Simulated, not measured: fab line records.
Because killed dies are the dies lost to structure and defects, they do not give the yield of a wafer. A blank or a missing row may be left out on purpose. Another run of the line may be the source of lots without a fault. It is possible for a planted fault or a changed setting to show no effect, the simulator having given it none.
Split-lot study :: flow n5 finfet :: route with 1938 steps; 7 lots, 21 wafers read

## ON THE SPLIT
At N5_BEOL_M13_SPUTTER_44 (material Ta, target thk 10 nm, time 16.13 s), the setting power w was moved away from the recipe's 15000 W on 7 of the 21 wafers read, by -13.3% to +5.4%. For the rest of the wafers, this setting stayed at what the recipe calls for.

The reading comes from the split's own step.

## THE READING
Ta_of_BEOL_M13_SPUTTER_44.thk nm (the simulator's own value, which no gauge read), in nm, at N5_BEOL_M13_SPUTTER_44 (material Ta, target thk 10 nm, time 16.13 s). The file gives no usual value for it. Across the 14 wafers here that went through the recipe, the average is 10.0 nm and the standard deviation 0.13 nm.

wafer: L078.2
tool, chamber at the split: pvd sputter-02, -
power w as run, W: 15000
against the recipe: recipe
Ta_of_BEOL_M13_SPUTTER_44.thk nm, nm: 10
against lot-mates on the recipe: -

wafer: L078.4
tool, chamber at the split: pvd sputter-02, -
power w as run, W: 15000
against the recipe: recipe
Ta_of_BEOL_M13_SPUTTER_44.thk nm, nm: 10
against lot-mates on the recipe: -

wafer: L078.5
tool, chamber at the split: pvd sputter-02, -
power w as run, W: 15000
against the recipe: recipe
Ta_of_BEOL_M13_SPUTTER_44.thk nm, nm: 10
against lot-mates on the recipe: -

wafer: L080.2
tool, chamber at the split: pvd sputter-01, -
power w as run, W: 13510
against the recipe: -9.9%
Ta_of_BEOL_M13_SPUTTER_44.thk nm, nm: 9
against lot-mates on the recipe: -1.0

wafer: L080.3
tool, chamber at the split: pvd sputter-01, -
power w as run, W: 13510
against the recipe: -9.9%
Ta_of_BEOL_M13_SPUTTER_44.thk nm, nm: 8.8
against lot-mates on the recipe: -1.2

wafer: L080.6
tool, chamber at the split: pvd sputter-01, -
power w as run, W: 15000
against the recipe: recipe
Ta_of_BEOL_M13_SPUTTER_44.thk nm, nm: 10
against lot-mates on the recipe: -

wafer: L085.1
tool, chamber at the split: pvd sputter-02, -
power w as run, W: 13000
against the recipe: -13.3%
Ta_of_BEOL_M13_SPUTTER_44.thk nm, nm: 8.6
against lot-mates on the recipe: -1.6

wafer: L085.4
tool, chamber at the split: pvd sputter-02, -
power w as run, W: 13000
against the recipe: -13.3%
Ta_of_BEOL_M13_SPUTTER_44.thk nm, nm: 8.6
against lot-mates on the recipe: -1.6

wafer: L085.6
tool, chamber at the split: pvd sputter-02, -
power w as run, W: 15000
against the recipe: recipe
Ta_of_BEOL_M13_SPUTTER_44.thk nm, nm: 10.2
against lot-mates on the recipe: -

wafer: L083.2
tool, chamber at the split: pvd sputter-02, -
power w as run, W: 15810
against the recipe: +5.4%
Ta_of_BEOL_M13_SPUTTER_44.thk nm, nm: 10.6
against lot-mates on the recipe: +0.7

wafer: L083.4
tool, chamber at the split: pvd sputter-02, -
power w as run, W: 15000
against the recipe: recipe
Ta_of_BEOL_M13_SPUTTER_44.thk nm, nm: 9.8
against lot-mates on the recipe: -

wafer: L083.5
tool, chamber at the split: pvd sputter-02, -
power w as run, W: 15000
against the recipe: recipe
Ta_of_BEOL_M13_SPUTTER_44.thk nm, nm: 10
against lot-mates on the recipe: -

wafer: L086.4
tool, chamber at the split: pvd sputter-02, -
power w as run, W: 13400
against the recipe: -10.7%
Ta_of_BEOL_M13_SPUTTER_44.thk nm, nm: 9.2
against lot-mates on the recipe: -1.0

wafer: L086.5
tool, chamber at the split: pvd sputter-02, -
power w as run, W: 13400
against the recipe: -10.7%
Ta_of_BEOL_M13_SPUTTER_44.thk nm, nm: 9
against lot-mates on the recipe: -1.2

wafer: L086.6
tool, chamber at the split: pvd sputter-02, -
power w as run, W: 15000
against the recipe: recipe
Ta_of_BEOL_M13_SPUTTER_44.thk nm, nm: 10.2
against lot-mates on the recipe: -

wafer: L091.3
tool, chamber at the split: pvd sputter-03, -
power w as run, W: 15000
against the recipe: recipe
Ta_of_BEOL_M13_SPUTTER_44.thk nm, nm: 10.2
against lot-mates on the recipe: -

wafer: L091.4
tool, chamber at the split: pvd sputter-03, -
power w as run, W: 15000
against the recipe: recipe
Ta_of_BEOL_M13_SPUTTER_44.thk nm, nm: 10
against lot-mates on the recipe: -

wafer: L091.6
tool, chamber at the split: pvd sputter-03, -
power w as run, W: 15000
against the recipe: recipe
Ta_of_BEOL_M13_SPUTTER_44.thk nm, nm: 10
against lot-mates on the recipe: -

wafer: L095.1
tool, chamber at the split: pvd sputter-02, -
power w as run, W: 15000
against the recipe: recipe
Ta_of_BEOL_M13_SPUTTER_44.thk nm, nm: 10
against lot-mates on the recipe: -

wafer: L095.2
tool, chamber at the split: pvd sputter-02, -
power w as run, W: 15000
against the recipe: recipe
Ta_of_BEOL_M13_SPUTTER_44.thk nm, nm: 9.8
against lot-mates on the recipe: -

wafer: L095.3
tool, chamber at the split: pvd sputter-02, -
power w as run, W: 15000
against the recipe: recipe
Ta_of_BEOL_M13_SPUTTER_44.thk nm, nm: 9.8
against lot-mates on the recipe: -

THE FIT
A straight line over all 21 wafers: Ta_of_BEOL_M13_SPUTTER_44.thk nm changes by +0.101 nm for each +1% of power w; r = +0.97; the points scatter about the line by 0.14 nm.
The same after taking each lot's own level away (the mean of its wafers on the recipe; 21 wafers): +0.114 nm for each +1%; r = +0.99; scatter 0.092 nm.
The reading moves by 1.5 nm for the largest change in power w, on that fit.
The lots' own levels span 9.87 to 10.20 nm, that is 2.5 times the standard deviation above.
So the lot-to-lot level changes the slope: the two fits differ.
Check: for one of the wafers moved furthest among these (-13.3%), held out of the fit, the line's prediction against its lot-mates is -1.49 nm. Against them it came out at -1.6 nm.

## FURTHER SPLITS ON THESE WAFERS
Note: prior to the reading, these wafers also went through further splits. Each is held against what the fit with the lots' levels taken away leaves over:
other split on the same wafers: N5_BEOL_M7_DESCUM_33 time s
wafers away from the commonest value: 7
r with Ta_of_BEOL_M13_SPUTTER_44.thk nm (lot level and that fit taken away): -0.36

other split on the same wafers: N5_BEOL_M7_TRENCH_ETCH_37 bias w
wafers away from the commonest value: 13
r with Ta_of_BEOL_M13_SPUTTER_44.thk nm (lot level and that fit taken away): -0.24

other split on the same wafers: N5_BEOL_M9_EXPOSE_25 dose mj
wafers away from the commonest value: 5
r with Ta_of_BEOL_M13_SPUTTER_44.thk nm (lot level and that fit taken away): +0.51

other split on the same wafers: N5_BEOL_M10_ETCH_41 source w
wafers away from the commonest value: 3
r with Ta_of_BEOL_M13_SPUTTER_44.thk nm (lot level and that fit taken away): +0.25

other split on the same wafers: N5_BEOL_M11_DESCUM_16 time s
wafers away from the commonest value: 9
r with Ta_of_BEOL_M13_SPUTTER_44.thk nm (lot level and that fit taken away): -0.28

other split on the same wafers: N5_BEOL_M11_COAT_22 spin rpm
wafers away from the commonest value: 4
r with Ta_of_BEOL_M13_SPUTTER_44.thk nm (lot level and that fit taken away): -0.22

other split on the same wafers: N5_BEOL_M12_COAT_22 spin rpm
wafers away from the commonest value: 7
r with Ta_of_BEOL_M13_SPUTTER_44.thk nm (lot level and that fit taken away): -0.22

other split on the same wafers: N5_BEOL_M12_ETCH_68 time s
wafers away from the commonest value: 8
r with Ta_of_BEOL_M13_SPUTTER_44.thk nm (lot level and that fit taken away): -0.13

## THE FILE'S OWN FIT
Ta_of_BEOL_M13_SPUTTER_44.thk nm changes by +0.114 nm for each +1% of power w, r = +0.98.
